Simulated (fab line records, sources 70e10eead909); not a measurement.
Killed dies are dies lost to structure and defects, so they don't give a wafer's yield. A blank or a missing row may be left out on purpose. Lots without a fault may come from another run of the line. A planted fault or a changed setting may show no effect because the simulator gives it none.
Which tool did it? | flow nand_harc | 12 lots, 34 wafers sampled, at 5 steps of a route of 1159

WHAT THE GAUGES READ, wafer by wafer
NHARC_END_SORT_01.
lot  | measured     | on        | killed_at_array | killed_at_other | killed_at_periphery | killed_dies | killed_open | killed_short
L401 | day 22 10:30 | prober-01 | 21 674          | 0 0             | 1 3                 | 22 677      | 6 6         | 4 7
L402 | day 22 23:37 | prober-02 | 34 663          | 0 0             | 7 2                 | 41 665      | 6 3         | 0 2

WHICH TOOL RAN EACH LOT (tool, then ch and the chambers of the sampled wafers, then the start)
lot  | NHARC_A_STAIRCASE_TRIM_202                    | NHARC_A_STAIRCASE_DESCUM_219       | NHARC_A_STAIRCASE_TRIM_229         | NHARC_A_STAIRCASE_ETCH_236
L387 | rie_diel-08 ch 0,1,2, day 11 02:32 or earlier | rie_diel-07 ch 0,2,3, day 11 02:32 | rie_diel-08 ch 0,1,3, day 11 03:39 | rie_diel-08 ch 0,1,3, day 11 04:31
L390 | rie_diel-08 ch 2,3, day 11 18:53 or earlier   | rie_diel-07 ch 2,3, day 11 18:53   | rie_diel-07 ch 1,3, day 11 22:53   | rie_diel-07 ch 0,1,2, day 12 00:20
L393 | rie_diel-07 ch 1,2, day 12 07:01 or earlier   | rie_diel-07 ch 1,2,3, day 12 07:01 | rie_diel-07 ch 2,3, day 12 08:49   | rie_diel-07 ch 0,1,2, day 12 09:51
L392 | rie_diel-07 ch 0,1,2, day 12 08:53 or earlier | rie_diel-08 ch 2,3, day 12 08:53   | rie_diel-08 ch 1,2,3, day 12 10:04 | rie_diel-08 ch 0,1,2, day 12 10:56
L396 | rie_diel-08 ch 0,1,2, day 13 02:23 or earlier | rie_diel-02 ch 0,2, day 13 02:23   | rie_diel-08 ch 0,1, day 13 03:40   | rie_diel-08 ch 1,2, day 13 06:01
L398 | rie_diel-02 ch 0,3, day 13 19:38 or earlier   | rie_diel-07 ch 2,3, day 13 19:38   | rie_diel-07 ch 0,1, day 13 20:49   | rie_diel-07 ch 1,2,3, day 13 22:12
L401 | rie_diel-07 ch 1,3, day 14 12:11 or earlier   | rie_diel-02 ch 2, day 14 12:11     | rie_diel-08 ch 2,3, day 14 13:35   | rie_diel-08 ch 0,1, day 14 16:01
L402 | rie_diel-07 ch 0,3, day 15 00:26 or earlier   | rie_diel-07 ch 1,2, day 15 00:26   | rie_diel-08 ch 2,3, day 15 01:50   | rie_diel-08 ch 0,2, day 15 04:22
L406 | rie_diel-02 ch 2,3, day 15 18:02 or earlier   | rie_diel-07 ch 1,3, day 15 18:02   | rie_diel-07 ch 0,3, day 15 19:13   | rie_diel-07 ch 2,3, day 15 20:53
L407 | rie_diel-08 ch 1,2, day 16 02:49 or earlier   | rie_diel-07 ch 0,1,3, day 16 02:49 | rie_diel-07 ch 1,2, day 16 04:01   | rie_diel-07 ch 1,2, day 16 05:01
L408 | rie_diel-08 ch 0,1,3, day 16 07:26 or earlier | rie_diel-08 ch 0,2,3, day 16 07:26 | rie_diel-07 ch 1,3, day 16 08:59   | rie_diel-07 ch 0,2, day 16 10:02
L409 | rie_diel-07 ch 0,2, day 16 14:38 or earlier   | rie_diel-07 ch 1,2,3, day 16 14:38 | rie_diel-07 ch 0,1,2, day 16 15:44 | rie_diel-07 ch 0,2,3, day 16 16:46
- NHARC_A_STAIRCASE_TRIM_202: chemistry O2, time 211.2 s.
- NHARC_A_STAIRCASE_DESCUM_219: chemistry O2, time 3 s.
- NHARC_A_STAIRCASE_TRIM_229: chemistry O2, time 211.2 s.
- NHARC_A_STAIRCASE_ETCH_236: etches the open film in C4F8/O2, target depth 100 nm, time 40.5 s.

WHAT THE TOOLS THEMSELVES READ (means of the sampled wafers that have a number; where no wafer has one, the mark that the record gives instead)
NHARC_A_STAIRCASE_TRIM_202.
lot  | tool        | drypump_motor_current_A (A) | oes_product_au (a.u.) | rf_vpp_V (V) | showerhead_plenum_p_Torr (Torr) | throttle_valve_pct (%)
L387 | rie_diel-08 | 6.3                         | 1.002                 | 57.7         | 3.54                            | 17.035
L390 | rie_diel-08 | 6.3                         | 0.995                 | 58.6         | 3.53                            | 17.039
L393 | rie_diel-07 | 5.0                         | 0.995                 | 57.1         | 3.57                            | 17.040
L392 | rie_diel-07 | 4.9                         | 0.996                 | 58.5         | 3.65                            | 17.038
L396 | rie_diel-08 | 6.3                         | 0.998                 | 57.4         | 3.53                            | 17.033
L398 | rie_diel-02 | 5.6                         | 0.991                 | 58.0         | 3.61                            | 17.027
L401 | rie_diel-07 | 5.3                         | 0.999                 | 57.3         | 3.44                            | 17.038
L402 | rie_diel-07 | 5.2                         | 1.000                 | 57.2         | 3.55                            | 17.037
L406 | rie_diel-02 | 6.0                         | 0.996                 | 58.5         | 3.64                            | 17.031
L407 | rie_diel-08 | 6.4                         | 1.004                 | 57.9         | 3.50                            | 17.039
L408 | rie_diel-08 | 6.2                         | 1.006                 | 57.2         | 3.61                            | 17.040
L409 | rie_diel-07 | 4.8                         | 1.005                 | 57.7         | 3.70                            | 17.032

NHARC_A_STAIRCASE_DESCUM_219.
lot  | tool        | drypump_motor_current_A (A) | oes_product_au (a.u.) | rf_vpp_V (V) | showerhead_plenum_p_Torr (Torr) | throttle_valve_pct (%)
L387 | rie_diel-07 | 5.2                         | 1.001                 | 57.9         | 1.94                            | 11.310
L390 | rie_diel-07 | 5.5                         | 0.997                 | 57.4         | 1.84                            | 11.305
L393 | rie_diel-07 | 5.2                         | 1.002                 | 58.7         | 1.89                            | 11.312
L392 | rie_diel-08 | 6.3                         | 1.005                 | 58.1         | 1.91                            | 11.307
L396 | rie_diel-02 | 5.9                         | 1.003                 | 57.9         | 2.02                            | 11.314
L398 | rie_diel-07 | 5.6                         | 0.998                 | 57.3         | 1.84                            | 11.317
L401 | rie_diel-02 | 6.3                         | 0.988                 | 58.6         | 1.93                            | 11.303
L402 | rie_diel-07 | 4.9                         | 1.000                 | 57.9         | 1.93                            | 11.322
L406 | rie_diel-07 | 5.1                         | 0.995                 | 57.5         | 1.88                            | 11.307
L407 | rie_diel-07 | 5.1                         | 1.000                 | 58.3         | 1.93                            | 11.314
L408 | rie_diel-08 | 6.2                         | 1.011                 | 57.0         | 1.91                            | 11.310
L409 | rie_diel-07 | 5.2                         | 0.999                 | 57.1         | 1.88                            | 11.309

NHARC_A_STAIRCASE_TRIM_229.
lot  | tool        | drypump_motor_current_A (A) | oes_product_au (a.u.) | rf_vpp_V (V) | showerhead_plenum_p_Torr (Torr) | throttle_valve_pct (%)
L387 | rie_diel-08 | 6.3                         | 1.001                 | 57.5         | 3.64                            | 17.036
L390 | rie_diel-07 | 5.5                         | 0.996                 | 58.1         | 3.41                            | 17.042
L393 | rie_diel-07 | 5.3                         | 1.006                 | 57.7         | 3.48                            | 17.039
L392 | rie_diel-08 | 6.4                         | 1.008                 | 57.5         | 3.52                            | 17.044
L396 | rie_diel-08 | 6.1                         | 0.988                 | 58.4         | 3.64                            | 17.042
L398 | rie_diel-07 | 4.7                         | 0.993                 | 58.6         | 3.72                            | 17.042
L401 | rie_diel-08 | 6.3                         | 1.004                 | 57.0         | 3.46                            | 17.035
L402 | rie_diel-08 | 6.3                         | 1.011                 | 57.2         | 3.46                            | 17.026
L406 | rie_diel-07 | 5.1                         | 1.004                 | 58.0         | 3.62                            | 17.038
L407 | rie_diel-07 | 4.9                         | 0.993                 | 58.8         | 3.55                            | 17.031
L408 | rie_diel-07 | 5.5                         | 0.993                 | 57.6         | 3.39                            | 17.047
L409 | rie_diel-07 | 4.9                         | 0.998                 | 57.9         | 3.63                            | 17.037

NHARC_A_STAIRCASE_ETCH_236.
lot  | tool        | oes_product_au (a.u.) | rf_vpp_V (V) | run_length_s (s)
L387 | rie_diel-08 | 0.947                 | 899          | 61.5
L390 | rie_diel-07 | 0.937                 | 900          | 62.2
L393 | rie_diel-07 | 0.940                 | 900          | 62.4
L392 | rie_diel-08 | 0.942                 | 895          | 61.9
L396 | rie_diel-08 | 0.941                 | 894          | 61.5
L398 | rie_diel-07 | 0.938                 | 894          | 62.0
L401 | rie_diel-08 | 0.948                 | 900          | 67.7
L402 | rie_diel-08 | 0.942                 | 894          | 67.8
L406 | rie_diel-07 | 0.949                 | 890          | 62.0
L407 | rie_diel-07 | 0.939                 | 897          | 61.8
L408 | rie_diel-07 | 0.936                 | 902          | 62.3
L409 | rie_diel-07 | 0.940                 | 897          | 62.3

THE ANSWER, worked out from the rows above alone
Rule: what is usual is taken from the lots themselves. Put in order of their means at a reading, lots are off if they are a third of the lots or fewer, leave a main group of 4 or more, and stand apart from it by a gap of 3 or more times the standard deviation of the main group's means; of several such gaps the widest counts. A main group whose means are all the same, to the digits that the tables above print for the reading, isn't used. A lot without any number at a reading at which 4 lots or more have one is off too. The other lots that the step has rows for count as sound. The gauges are gone through in route order, then the tools' own readings, and for those a lot's mean is taken as printed above. The first step at which some lot is off is used, and at that step the reading that is off furthest; a lot without a number counts as furthest.
Off: L401, L402, at NHARC_A_STAIRCASE_ETCH_236 (run_length_s). The main group: mean 62.0 s, standard deviation 0.3.
A tool fits if, at that step or a process step before it, it ran every lot that is off, and no sound lot after the first of them. NHARC_A_STAIRCASE_TRIM_202 gives no start for some lots, so the hours and the order of its lots are those of NHARC_A_STAIRCASE_DESCUM_219. One fits: rie_diel-08 at NHARC_A_STAIRCASE_TRIM_229 and NHARC_A_STAIRCASE_ETCH_236. At NHARC_A_STAIRCASE_TRIM_229 its last sound lot is L396 (day 13 03:40), its first lot that is off L401 (day 14 13:35): a fault that began between those two fits.

WHAT THE SIMULATOR HAD PUT IN
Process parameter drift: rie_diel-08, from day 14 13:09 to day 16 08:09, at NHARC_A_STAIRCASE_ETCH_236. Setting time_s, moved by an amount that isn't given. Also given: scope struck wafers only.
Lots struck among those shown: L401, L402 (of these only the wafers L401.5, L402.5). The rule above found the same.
